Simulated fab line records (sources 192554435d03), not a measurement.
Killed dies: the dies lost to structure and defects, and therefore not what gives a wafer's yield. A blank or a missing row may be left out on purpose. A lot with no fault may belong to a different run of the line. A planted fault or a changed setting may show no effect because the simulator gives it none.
fab line records    flow n5-finfet
record lots=24  wafers=72  last-day=19
route steps=1938 shown BEOL_M1@833 BEOL_M2@855
lots untouched by any fault: they come from a run of this same line in which no faults occurred
start-h: hours from the record's first day to the start of the lot's first wafer shown    wait-h: hours since the lot's step before    " as in the row above    L1.1+2: a row that stands for several wafers    - no value, or no start given    * or withheld: withheld    < > ~ a bound
route shown NAME@n: names a module that has steps shown in the file, with the first one's number in the route    usual: average and standard deviation across the fault-free wafers    same: alike in all rows    chamber/n: place in a boat    sites: per-site readings    _std_site: the standard deviation of these    _edge_site: mean of outer sites minus mean of inner sites    radius-mm: how far each site lies from the wafer's centre    mask NAME#n: copy n    behind: the tool/chamber that last shaped the wafer    hold: why the lot was held/for how many hours/how that ended    device: names the non-switching transistor (n, p or np)    end of line: at the end of the route, the tests of the same wafers    for a step that has no rows: nothing shown but its recipe    killed: the dies lost at the first sort to structure and to defects; this is not the yield of the wafer    map: the dies of a wafer, with x for killed, . for not killed, _ for no die there
set.NAME: the setting that was run; set.NAME@STEP: the one run at that earlier step    model.NAME: the simulator's own value behind a step, which no gauge read
steps of the route over a sample of lots; a table a step, a row a wafer
services: when a tool's chamber went out of use (start-h, in hours from the record's first day, below 0 if earlier), for how many hours, and the reason
## steps
# step N5_BEOL_M1_CMP_52
# recipe stop-on=SiOC  t-overpolish-s=6.8  down-force-psi=1  platen-rpm=50  clearing-platen-down-force-psi=1.5  clearing-platen-rpm=50  post-cmp-clean=cu-alkaline  target-thk-nm=40  clearing-platen-pad-velocity-m-s=0.99484  pad-velocity-m-s=0.99484
# usual barrier-field-endpoint-s=25.0/0.66  motor-current-A=5.9/0.44  overpolish-run-s=6.800/0.0094  pad-life-wafers=946/630  retaining-ring-pressure-frac=0.999/0.005  time-to-endpoint-s=63/3.5
lot.wafer  tool    chamber  start-h  wait-h  barrier-field-endpoint-s  motor-current-A  overpolish-run-s  pad-life-wafers  retaining-ring-pressure-frac  time-to-endpoint-s
L075.1     cmp-01  3        149.66   0.3     25.2                      5.8              6.808             740              0.998                         60
L075.2     "       0        "        "       25.2                      6.2              6.793             741              0.994                         65
L075.6     "       2        "        "       25.7                      7.2              6.815             -                1.006                         65
L074.3     cmp-03  3        151.52   0.2     25.9                      5.7              6.804             2154             0.991                         71
L074.2     "       2        "        "       24.6                      5.8              6.784             2157             0.998                         62
L074.5     "       0        "        "       25.6                      5.6              6.820             -                0.999                         67
L076.3     cmp-01  0        152.55   0.2     25.7                      5.7              6.818             774              0.995                         62
L076.1     "       2        "        "       24.5                      6.9              6.816             776              1.012                         63
L076.6     "       1        "        "       25.4                      6.1              6.801             -                1.000                         62
L077.1     cmp-03  1        152.67   0.3     23.9                      6.1              6.806             2167             1.000                         63
L077.4     "       3        "        "       26.2                      5.5              6.789             2169             0.993                         70
L077.5     "       1        "        "       24.8                      5.8              6.785             -                1.008                         61
L078.3     cmp-04  1        156.52   0.6     24.5                      5.4              6.816             1380             1.003                         61
L078.1     "       0        "        "       24.5                      5.9              6.790             1383             0.998                         62
L078.5     "       2        "        "       24.4                      5.1              6.808             -                1.002                         62
L079.4     cmp-03  0        168.52   0.2     25.2                      5.6              6.796             79               1.003                         65
L079.1     "       2        "        "       24.0                      5.9              6.787             81               1.005                         58
L079.6     "       0        "        "       25.6                      5.7              6.790             -                0.999                         63
L080.2     cmp-03  0        169.23   0.3     25.4                      5.3              6.812             87               0.988                         64
L080.5     "       1        "        "       24.5                      6.3              6.799             -                1.009                         60
L080.6     "       2        "        "       24.3                      6.2              6.806             -                1.005                         60
L081.1     cmp-01  3        171.82   0.3     24.6                      6.0              6.794             974              0.997                         59
L081.3     "       0        "        "       25.1                      6.3              6.800             975              0.999                         62
L081.6     "       2        "        "       25.6                      6.5              6.813             -                0.992                         62
L082.4     cmp-01  1        175.27   0.1     25.4                      5.5              6.792             1008             0.999                         64
L082.2     "       3        "        "       26.1                      5.4              6.793             1010             0.994                         63
L082.5     "       2        "        "       26.2                      6.9              6.786             -                1.002                         62
L083.1     cmp-04  0        185.22   0.5     25.0                      6.2              6.806             1578             0.993                         61
L083.4     "       1        "        "       25.0                      5.5              6.805             1579             0.996                         62
L083.5     "       1        "        "       25.5                      5.5              6.800             -                1.001                         65
L084.1     cmp-03  2        192.77   0.4     25.1                      6.6              6.806             279              1.004                         69
L084.5     "       3        "        "       26.3                      5.4              6.801             -                0.993                         73
L084.6     "       0        "        "       25.5                      5.8              6.786             -                1.007                         68
L085.1     cmp-01  3        200.89   0.3     24.0                      5.7              6.791             1201             0.996                         55
L085.4     "       1        "        "       25.2                      5.8              6.808             1203             1.010                         59
L085.5     "       2        "        "       26.0                      6.8              6.799             -                1.003                         64
L086.2     cmp-03  2        209.92   0.2     25.1                      6.3              6.800             379              0.994                         67
L086.1     "       3        "        "       26.1                      5.2              6.805             380              1.006                         69
L086.4     "       0        "        "       25.0                      5.4              6.806             381              0.993                         66
L088.3     cmp-03  1        229.96   0.2     24.5                      6.2              6.801             504              1.001                         61
L088.2     "       3        "        "       25.2                      5.4              6.815             506              1.003                         66
L088.5     "       2        "        "       26.7                      6.1              6.803             -                1.007                         68
L087.1     cmp-01  2        239.09   0.3     24.0                      6.4              6.810             1483             0.995                         58
L087.5     "       1        "        "       24.7                      6.0              6.797             -                0.999                         58
L087.6     "       2        "        "       24.8                      6.5              6.813             -                1.001                         62
L089.1     cmp-03  1        243.62   0.3     23.8                      6.1              6.806             624              1.003                         63
L089.4     "       3        "        "       25.4                      5.6              6.803             626              1.000                         66
L089.3     "       0        "        "       24.0                      5.7              6.811             627              1.001                         64
L090.4     cmp-01  0        243.84   0.2     25.2                      6.2              6.795             1539             0.997                         59
L090.6     "       1        "        "       25.3                      6.1              6.820             -                0.995                         62
L090.5     "       2        "        "       25.5                      6.4              6.799             -                0.997                         62
L091.1     cmp-03  3        246.04   0.3     25.2                      5.5              6.799             636              0.996                         69
L091.4     "       1        "        "       24.1                      6.3              6.814             638              0.994                         62
L091.2     "       2        "        "       25.2                      6.2              6.799             639              1.002                         66
L093.3     cmp-01  2        253.84   0.3     24.3                      7.1              6.811             1590             1.000                         59
L093.2     "       3        "        "       23.9                      5.6              6.808             1591             1.004                         59
L093.5     "       2        "        "       24.7                      6.8              6.801             -                0.993                         58
L095.3     cmp-03  0        254.02   0.2     25.0                      5.5              6.811             721              0.994                         65
L095.1     "       1        "        "       24.7                      6.2              6.800             722              0.996                         61
L095.5     "       3        "        "       25.0                      5.6              6.788             -                1.005                         67
L092.4     cmp-04  0        255.81   0.1     24.6                      6.0              6.803             6                1.001                         62
L092.6     "       0        "        "       24.3                      5.9              6.794             -                1.007                         57
L092.5     "       1        "        "       24.6                      5.7              6.790             -                1.005                         58
L094.3     cmp-01  3        266.54   0.2     24.3                      5.6              6.815             1692             1.002                         60
L094.2     "       1        "        "       24.5                      5.6              6.784             1694             0.999                         66
L094.1     "       2        "        "       24.6                      6.6              6.805             1695             1.006                         65
L096.1     cmp-04  1        271.93   0.8     25.4                      6.0              6.798             162              0.991                         64
L096.5     "       1        "        "       25.8                      5.4              6.789             -                1.001                         66
L096.6     "       2        "        "       25.1                      5.5              6.793             -                0.996                         65
L097.3     cmp-03  2        278.74   0.2     24.7                      6.1              6.801             938              1.003                         68
L097.1     "       3        "        "       25.1                      5.4              6.812             939              1.008                         68
L097.5     "       0        "        "       24.9                      5.4              6.794             -                1.004                         66
# step N5_BEOL_M1_THK_MEAS_53
# recipe thk-meas-gauge=xrf  reads=Cu_of_BEOL_M1_ECD_50
# usual M1_THK=41.1/1.6
lot.wafer  tool           chamber  start-h  wait-h  M1_THK[nm]
L075.1     film-metro-02  -        149.88   -       40.8
L075.2     "              -        "        "       41.2
L075.6     "              -        "        "       41.7
L074.2     film-metro-02  -        151.81   -       38.8
L074.3     "              -        "        "       41.9
L074.5     "              -        "        "       41.9
L076.1     film-metro-01  -        152.84   -       42.6
L076.3     "              -        "        "       42.6
L076.6     "              -        "        "       43.1
L077.1     film-metro-01  -        152.93   -       39.4
L077.4     "              -        "        "       44.3
L077.5     "              -        "        "       39.9
L078.1     film-metro-01  -        156.82   -       41.1
L078.3     "              -        "        "       42.2
L078.5     "              -        "        "       43.5
L079.1     film-metro-02  -        168.78   -       41.5
L079.4     "              -        "        "       43.8
L079.6     "              -        "        "       43.8
L080.2     film-metro-02  -        169.41   -       38.9
L080.5     "              -        "        "       40.6
L080.6     "              -        "        "       41.1
L081.1     film-metro-01  -        172.03   -       39.2
L081.3     "              -        "        "       40.7
L081.6     "              -        "        "       40.4
L082.2     film-metro-01  -        175.56   -       37.6
L082.4     "              -        "        "       42.3
L082.5     "              -        "        "       42.1
L083.1     film-metro-01  -        185.51   -       39.8
L083.4     "              -        "        "       41.2
L083.5     "              -        "        "       40.2
L084.1     film-metro-01  -        192.95   -       43.7
L084.5     "              -        "        "       43.5
L084.6     "              -        "        "       44.2
L085.1     film-metro-01  -        201.14   -       38.5
L085.4     "              -        "        "       41.9
L085.5     "              -        "        "       40.7
L086.1     film-metro-02  -        210.18   -       40.0
L086.2     "              -        "        "       40.3
L086.4     "              -        "        "       42.2
L088.2     film-metro-02  -        230.26   -       40.9
L088.3     "              -        "        "       39.1
L088.5     "              -        "        "       40.7
L087.1     film-metro-01  -        239.35   -       43.6
L087.5     "              -        "        "       40.0
L087.6     "              -        "        "       41.6
L089.1     film-metro-02  -        243.91   -       38.5
L089.3     "              -        "        "       42.4
L089.4     "              -        "        "       43.3
L090.4     film-metro-01  -        244.02   -       41.8
L090.5     "              -        "        "       40.4
L090.6     "              -        "        "       43.5
L091.1     film-metro-02  -        246.34   -       39.8
L091.2     "              -        "        "       38.6
L091.4     "              -        "        "       40.6
L093.2     film-metro-02  -        254.13   -       40.7
L093.3     "              -        "        "       39.3
L093.5     "              -        "        "       42.4
L095.1     film-metro-02  -        254.27   -       40.8
L095.3     "              -        "        "       42.2
L095.5     "              -        "        "       42.1
L092.4     film-metro-02  -        256.11   -       40.2
L092.5     "              -        "        "       40.4
L092.6     "              -        "        "       40.7
L094.1     film-metro-01  -        266.83   -       40.3
L094.2     "              -        "        "       41.7
L094.3     "              -        "        "       40.0
L096.1     film-metro-02  -        272.22   -       38.5
L096.5     "              -        "        "       39.9
L096.6     "              -        "        "       42.3
L097.1     film-metro-02  -        278.96   -       41.6
L097.3     "              -        "        "       42.0
L097.5     "              -        "        "       42.5
# step N5_BEOL_M1_DEP_57
# recipe material=SiCN  target-thk-a=80  temp-c=withheld  precursor=3MS/NH3  pressure-torr=3  rf-w=202  time-s=14
# usual showerhead-plenum-p-Torr=3.666/0.016  throttle-valve-pct=8.94/0.29
lot.wafer  tool      chamber  start-h  wait-h  showerhead-plenum-p-Torr  throttle-valve-pct
L075.1     pecvd-04  1        150.07   0.0     3.654                     9.26
L075.2     "         0        "        "       3.688                     9.29
L075.6     "         2        "        "       3.683                     8.39
L074.2     pecvd-04  0        152.00   0.0     3.691                     9.48
L074.3     "         1        "        "       3.672                     9.32
L074.5     "         0        "        "       3.686                     9.28
L076.1     pecvd-02  1        153.04   0.0     3.661                     8.91
L076.3     "         2        "        "       3.672                     8.42
L076.6     "         2        "        "       3.672                     8.55
L077.1     pecvd-04  0        153.12   0.0     3.696                     9.17
L077.4     "         2        "        "       3.680                     8.37
L077.5     "         0        "        "       3.689                     9.36
L078.1     pecvd-02  1        157.01   0.0     3.660                     8.62
L078.3     "         0        "        "       3.664                     9.11
L078.5     "         0        "        "       3.660                     9.27
L079.1     pecvd-04  1        168.97   0.0     3.659                     9.26
L079.4     "         2        "        "       3.682                     8.40
L079.6     "         1        "        "       3.667                     9.34
L080.2     pecvd-03  1        169.62   0.0     3.655                     9.06
L080.5     "         0        "        "       3.650                     8.89
L080.6     "         2        "        "       3.637                     8.99
L081.1     pecvd-04  2        172.23   0.0     3.682                     8.55
L081.3     "         1        "        "       3.660                     9.06
L081.6     "         1        "        "       3.651                     9.25
L082.2     pecvd-04  1        175.75   0.0     3.651                     9.32
L082.4     "         2        "        "       3.671                     8.63
L082.5     "         0        "        "       3.685                     9.30
L083.1     pecvd-04  2        185.79   0.0     3.684                     8.84
L083.4     "         2        "        "       3.662                     8.74
L083.5     "         1        "        "       3.657                     9.26
L084.1     pecvd-04  1        193.14   0.0     3.655                     9.41
L084.5     "         0        "        "       3.683                     9.24
L084.6     "         2        "        "       3.689                     8.41
L085.1     pecvd-02  2        201.34   0.0     3.672                     8.64
L085.4     "         1        "        "       3.664                     8.90
L085.5     "         0        "        "       3.667                     8.99
L086.1     pecvd-04  1        210.38   0.0     3.665                     9.37
L086.2     "         0        "        "       3.689                     9.16
L086.4     "         0        "        "       3.683                     9.51
L088.2     pecvd-03  2        230.59   0.0     3.635                     9.06
L088.3     "         0        "        "       3.646                     8.69
L088.5     "         2        "        "       3.643                     8.65
L087.1     pecvd-03  0        239.54   0.0     3.661                     8.80
L087.5     "         0        "        "       3.658                     8.89
L087.6     "         1        "        "       3.657                     8.87
L089.1     pecvd-03  1        244.10   0.0     3.662                     8.98
L089.3     "         0        "        "       3.654                     8.92
L089.4     "         2        "        "       3.635                     9.07
L090.4     pecvd-02  1        244.23   0.0     3.662                     8.70
L090.5     "         2        "        "       3.681                     8.75
L090.6     "         0        "        "       3.658                     9.05
L091.1     pecvd-03  2        246.53   0.0     3.639                     8.46
L091.2     "         1        "        "       3.663                     8.79
L091.4     "         1        "        "       3.658                     8.90
L093.2     pecvd-04  0        254.32   0.0     3.693                     9.15
L093.3     "         2        "        "       3.681                     8.76
L093.5     "         0        "        "       3.685                     9.55
L095.1     pecvd-02  2        254.46   0.0     3.678                     8.95
L095.3     "         1        "        "       3.661                     8.98
L095.5     "         1        "        "       3.659                     8.96
L092.4     pecvd-02  0        256.33   0.0     3.670                     8.76
L092.5     "         2        "        "       3.679                     8.97
L092.6     "         1        "        "       3.663                     8.97
L094.1     pecvd-03  0        267.03   0.0     3.658                     8.74
L094.2     "         1        "        "       3.660                     8.93
L094.3     "         2        "        "       3.633                     8.76
L096.1     pecvd-02  0        272.42   0.0     3.679                     9.00
L096.5     "         0        "        "       3.652                     8.82
L096.6     "         1        "        "       3.670                     8.80
L097.1     pecvd-02  1        279.15   0.0     3.670                     8.81
L097.3     "         0        "        "       3.661                     9.04
L097.5     "         2        "        "       3.670                     8.77
# step N5_BEOL_M2_OVL_MEAS_12
# recipe points-per-wafer=522
# usual M2_OVL=-0.1/0.65
lot.wafer  tool        chamber  start-h  wait-h  M2_OVL[nm]
L075.1     overlay-01  0        153.03   0.0     -0.7
L075.2     "           0        "        "       0.3
L075.6     "           0        "        "       -0.5
L074.2     overlay-01  0        153.33   0.0     0.8
L074.3     "           0        "        "       -0.3
L074.5     "           0        "        "       1.5
L076.1     overlay-01  0        154.47   0.0     -1.0
L076.3     "           0        "        "       -0.4
L076.6     "           0        "        "       -1.2
L077.1     overlay-01  0        155.49   0.0     -0.2
L077.4     "           0        "        "       0.2
L077.5     "           0        "        "       -0.2
L078.1     overlay-01  0        161.09   0.0     -0.5
L078.3     "           0        "        "       -0.8
L078.5     "           0        "        "       -0.9
L079.1     overlay-01  0        169.85   0.0     0.2
L079.4     "           0        "        "       -0.2
L079.6     "           0        "        "       0.3
L080.2     overlay-02  0        172.04   0.0     -0.3
L080.5     "           0        "        "       0.2
L080.6     "           0        "        "       0.1
L081.1     overlay-02  0        173.21   0.0     -0.4
L081.3     "           0        "        "       -0.1
L081.6     "           0        "        "       -0.5
L082.2     overlay-01  0        177.03   0.0     -0.1
L082.4     "           0        "        "       0.4
L082.5     "           0        "        "       -0.4
L083.1     overlay-01  0        188.86   0.0     0.1
L083.4     "           0        "        "       -0.2
L083.5     "           0        "        "       0.1
L084.1     overlay-01  0        197.64   0.0     0.1
L084.5     "           0        "        "       1.4
L084.6     "           0        "        "       -0.4
L085.1     overlay-02  0        204.32   0.0     0.5
L085.4     "           0        "        "       -0.1
L085.5     "           0        "        "       -0.4
L086.1     overlay-01  0        211.59   0.0     -0.6
L086.2     "           0        "        "       -1.3
L086.4     "           0        "        "       -0.5
L088.2     overlay-01  0        231.99   0.0     -0.9
L088.3     "           0        "        "       -0.3
L088.5     "           0        "        "       -0.2
L087.1     overlay-02  0        240.80   0.0     0.3
L087.5     "           0        "        "       -0.3
L087.6     "           0        "        "       0.0
L089.1     overlay-02  0        246.67   0.0     0.3
L089.3     "           0        "        "       -0.5
L089.4     "           0        "        "       -1.2
L090.4     overlay-01  0        246.86   0.0     -0.9
L090.5     "           0        "        "       -0.6
L090.6     "           0        "        "       -0.6
L091.1     overlay-01  0        250.39   0.0     -0.2
L091.2     "           0        "        "       0.6
L091.4     "           0        "        "       0.0
L093.2     overlay-02  0        255.63   0.0     -0.1
L093.3     "           0        "        "       0.5
L093.5     "           0        "        "       0.7
L095.1     overlay-01  0        255.83   0.0     -1.2
L095.3     "           0        "        "       -0.6
L095.5     "           0        "        "       -1.2
L092.4     overlay-02  0        258.56   0.0     -1.6
L092.5     "           0        "        "       -0.2
L092.6     "           0        "        "       -0.4
L094.1     overlay-02  0        268.47   0.0     0.6
L094.2     "           0        "        "       0.0
L094.3     "           0        "        "       0.4
L096.1     overlay-01  0        275.37   0.0     -1.0
L096.5     "           0        "        "       0.6
L096.6     "           0        "        "       0.0
L097.1     overlay-02  0        281.92   0.0     1.2
L097.3     "           0        "        "       0.9
L097.5     "           0        "        "       1.4
# step N5_BEOL_M2_HM_OPEN_17
# recipe chemistry=Cl2/BCl3  target-depth-a=200  overetch-a=60  target=TiN  mask-material=SOC  ion-energy-ev=150  pressure-mtorr=10  icp-w=1000  bias-w=126  Cl2_flow_sccm=53.25  bcl3-flow-sccm=21.75  Ar_flow_sccm=25
# usual drypump-motor-current-A=5.6/0.49  oes-product-au=0.60/0.066  throttle-valve-pct=22.05/0.21
lot.wafer  tool          chamber  start-h  wait-h  drypump-motor-current-A  oes-product-au  rf-hours-counter-h  throttle-valve-pct
L075.1     rie-metal-03  1        153.37   0.0     4.9                      0.53            117                 21.90
L075.2     "             1        "        "       4.9                      0.53            -                   21.90
L075.6     "             1        "        "       4.9                      0.53            -                   21.89
L074.2     rie-metal-02  0        153.68   0.0     5.7                      0.57            96                  21.98
L074.3     "             1        "        "       5.4                      0.64            -                   21.84
L074.5     "             1        "        "       5.4                      0.64            -                   21.84
L076.1     rie-metal-03  1        154.93   0.0     4.9                      0.53            117                 21.90
L076.3     "             1        "        "       4.9                      0.53            -                   21.89
L076.6     "             1        "        "       4.9                      0.53            -                   21.89
L077.1     rie-metal-02  1        155.84   0.0     5.5                      0.64            51                  21.84
L077.4     "             0        "        "       5.8                      0.57            -                   21.96
L077.5     "             0        "        "       5.7                      0.57            -                   21.99
L078.1     rie-metal-02  0        161.44   0.0     5.8                      0.56            97                  21.99
L078.3     "             1        "        "       5.5                      0.64            -                   21.87
L078.5     "             1        "        "       5.5                      0.64            -                   21.86
L079.1     rie-metal-02  1        170.22   0.0     5.5                      0.64            51                  21.85
L079.4     "             1        "        "       5.5                      0.63            -                   21.87
L079.6     "             1        "        "       5.5                      0.64            -                   21.85
L080.2     rie-metal-03  0        172.38   0.0     6.2                      0.60            74                  22.39
L080.5     "             1        "        "       4.9                      0.53            -                   21.90
L080.6     "             0        "        "       6.1                      0.60            -                   22.39
L081.1     rie-metal-01  1        173.55   0.0     5.9                      0.68            26                  22.04
L081.3     "             1        "        "       5.9                      0.69            -                   22.06
L081.6     "             0        "        "       4.8                      0.52            -                   21.90
L082.2     rie-metal-01  0        177.37   0.0     4.8                      0.52            122                 21.92
L082.4     "             0        "        "       4.8                      0.52            -                   21.90
L082.5     "             0        "        "       4.8                      0.52            -                   21.89
L083.1     rie-metal-03  0        189.33   0.0     6.2                      0.60            76                  22.42
L083.4     "             1        "        "       4.9                      0.53            -                   21.91
L083.5     "             0        "        "       6.2                      0.60            -                   22.40
L084.1     rie-metal-02  1        197.99   0.0     5.4                      0.64            53                  21.86
L084.5     "             0        "        "       5.7                      0.57            -                   21.96
L084.6     "             1        "        "       5.5                      0.63            -                   21.85
L085.1     rie-metal-03  0        204.86   0.0     6.1                      0.60            78                  22.38
L085.4     "             1        "        "       4.9                      0.53            -                   21.90
L085.5     "             0        "        "       6.1                      0.60            -                   22.39
L086.1     rie-metal-03  0        211.93   0.0     6.2                      0.59            80                  22.42
L086.2     "             1        "        "       4.9                      0.53            124                 21.91
L086.4     "             0        "        "       6.2                      0.59            -                   22.40
L088.2     rie-metal-02  1        232.33   0.0     5.5                      0.63            56                  21.86
L088.3     "             1        "        "       5.4                      0.63            -                   21.84
L088.5     "             1        "        "       5.5                      0.63            -                   21.87
L087.1     rie-metal-02  1        241.34   0.1     5.5                      0.62            57                  21.87
L087.5     "             1        "        "       5.5                      0.63            -                   21.88
L087.6     "             0        "        "       5.8                      0.55            -                   22.00
L089.1     rie-metal-01  1        247.29   0.0     5.8                      0.69            29                  22.03
L089.3     "             1        "        "       5.9                      0.70            -                   22.05
L089.4     "             0        "        "       4.7                      0.52            -                   21.90
L090.4     rie-metal-03  0        247.44   0.1     6.1                      0.59            -                   22.41
L090.5     "             0        "        "       6.1                      0.60            -                   22.41
L090.6     "             0        "        "       6.2                      0.58            -                   22.43
L091.1     rie-metal-03  0        250.85   0.0     6.1                      0.59            82                  22.39
L091.2     "             0        "        "       6.1                      0.60            -                   22.40
L091.4     "             0        "        "       6.1                      0.59            -                   22.42
L093.2     rie-metal-03  0        256.00   0.1     6.2                      0.59            -                   22.41
L093.3     "             0        "        "       6.1                      0.59            -                   22.38
L093.5     "             0        "        "       6.2                      0.59            -                   22.40
L095.1     rie-metal-02  0        256.61   0.1     5.8                      0.55            104                 22.00
L095.3     "             0        "        "       5.8                      0.55            -                   21.98
L095.5     "             0        "        "       5.8                      0.55            -                   22.02
L092.4     rie-metal-02  1        259.12   0.1     5.5                      0.62            -                   21.88
L092.5     "             0        "        "       5.8                      0.55            -                   22.01
L092.6     "             1        "        "       5.5                      0.62            -                   21.89
L094.1     rie-metal-03  0        268.81   0.0     6.2                      0.59            86                  22.40
L094.2     "             1        "        "       4.9                      0.83            0                   21.96
L094.3     "             0        "        "       6.2                      0.58            -                   22.41
L096.1     rie-metal-03  1        275.72   0.0     4.8                      0.82            0                   21.96
L096.5     "             0        "        "       6.2                      0.58            -                   22.41
L096.6     "             1        "        "       4.8                      0.83            -                   21.97
L097.1     rie-metal-02  0        282.26   0.0     5.7                      0.55            106                 22.00
L097.3     "             1        "        "       5.5                      0.63            -                   21.87
L097.5     "             1        "        "       5.5                      0.61            -                   21.89
# step N5_BEOL_M2_CD_MEAS_18
# recipe pitch-nm=36  target-cd-nm=18
# usual cd-nm=18.1/0.33
lot.wafer  tool       chamber  start-h  wait-h  cd-nm
L075.1     cd-sem-02  -        153.65   0.0     17.7
L075.2     "          -        "        "       18.2
L075.6     "          -        "        "       18.2
L074.2     cd-sem-03  -        153.87   0.1     18.5
L074.3     "          -        "        "       18.2
L074.5     "          -        "        "       18.0
L076.1     cd-sem-01  -        155.20   0.0     18.2
L076.3     "          -        "        "       17.3
L076.6     "          -        "        "       17.3
L077.1     cd-sem-03  -        156.02   0.0     17.9
L077.4     "          -        "        "       18.4
L077.5     "          -        "        "       18.0
L078.1     cd-sem-02  -        161.66   0.0     17.7
L078.3     "          -        "        "       17.4
L078.5     "          -        "        "       17.4
L079.1     cd-sem-01  -        170.54   0.0     18.1
L079.4     "          -        "        "       18.3
L079.6     "          -        "        "       18.2
L080.2     cd-sem-02  -        172.57   0.1     18.1
L080.5     "          -        "        "       18.4
L080.6     "          -        "        "       17.7
L081.1     cd-sem-02  -        173.73   0.0     18.3
L081.3     "          -        "        "       18.7
L081.6     "          -        "        "       17.7
L082.2     cd-sem-02  -        177.55   0.1     18.1
L082.4     "          -        "        "       18.5
L082.5     "          -        "        "       17.7
L083.1     cd-sem-02  -        189.52   0.0     18.3
L083.4     "          -        "        "       18.1
L083.5     "          -        "        "       18.2
L084.1     cd-sem-03  -        198.17   0.0     18.1
L084.5     "          -        "        "       18.3
L084.6     "          -        "        "       18.3
L085.1     cd-sem-01  -        205.14   0.0     18.0
L085.4     "          -        "        "       18.3
L085.5     "          -        "        "       18.0
L086.1     cd-sem-03  -        212.11   0.0     18.2
L086.2     "          -        "        "       18.0
L086.4     "          -        "        "       18.0
L088.2     cd-sem-01  -        232.51   0.1     17.7
L088.3     "          -        "        "       18.0
L088.5     "          -        "        "       18.3
L087.1     cd-sem-02  -        241.53   0.1     18.0
L087.5     "          -        "        "       18.6
L087.6     "          -        "        "       18.3
L089.1     cd-sem-01  -        247.47   0.0     18.3
L089.3     "          -        "        "       18.1
L089.4     "          -        "        "       17.6
L090.4     cd-sem-03  -        247.63   0.1     17.5
L090.5     "          -        "        "       17.8
L090.6     "          -        "        "       18.2
L091.1     cd-sem-03  -        251.12   0.0     18.4
L091.2     "          -        "        "       18.4
L091.4     "          -        "        "       18.5
L093.2     cd-sem-02  -        256.32   0.1     17.9
L093.3     "          -        "        "       18.0
L093.5     "          -        "        "       17.7
L095.1     cd-sem-01  -        256.79   0.0     18.0
L095.3     "          -        "        "       18.9
L095.5     "          -        "        "       18.7
L092.4     cd-sem-02  -        259.61   0.1     18.9
L092.5     "          -        "        "       17.8
L092.6     "          -        "        "       18.5
L094.1     cd-sem-03  -        268.99   0.0     18.1
L094.2     "          -        "        "       18.3
L094.3     "          -        "        "       18.4
L096.1     cd-sem-01  -        275.90   0.0     17.9
L096.5     "          -        "        "       17.9
L096.6     "          -        "        "       17.8
L097.1     cd-sem-02  -        282.44   0.0     17.8
L097.3     "          -        "        "       18.4
L097.5     "          -        "        "       17.6
## services
tool          chamber  start-h  hours  kind
rie-metal-03  1        139.92   7.6    repair
pecvd-03      1        143.08   5.5    scheduled-down
rie-metal-03  0        143.97   12.3   repair
cmp-03        -        153.70   4.0    pm
cmp-03        -        157.70   -      consumable-replace:conditioner
cmp-03        -        157.70   -      consumable-replace:pad
cmp-04        -        168.18   4.9    pm
rie-metal-01  -        188.36   28.1   pm
cmp-01        -        189.02   0.7    repair
pecvd-02      2        194.10   5.5    scheduled-down
pecvd-02      -        203.84   3.3    repair
pecvd-02      0        207.51   13.8   repair
pecvd-03      0        211.56   3.5    repair
pecvd-03      -        222.51   6.0    pm
rie-metal-01  -        224.85   1.7    repair
rie-metal-03  1        239.35   -      clean
rie-metal-03  1        239.35   26.7   scheduled-down
rie-metal-03  1        239.35   26.7   vent-cycle
pecvd-04      0        245.24   6.4    repair
cmp-01        -        246.51   4.5    repair
cmp-04        -        250.04   4.0    pm
cmp-03        -        265.54   4.3    pm
cmp-04        -        268.18   0.3    repair
pecvd-03      1        278.44   12.3   repair
## key
fault none
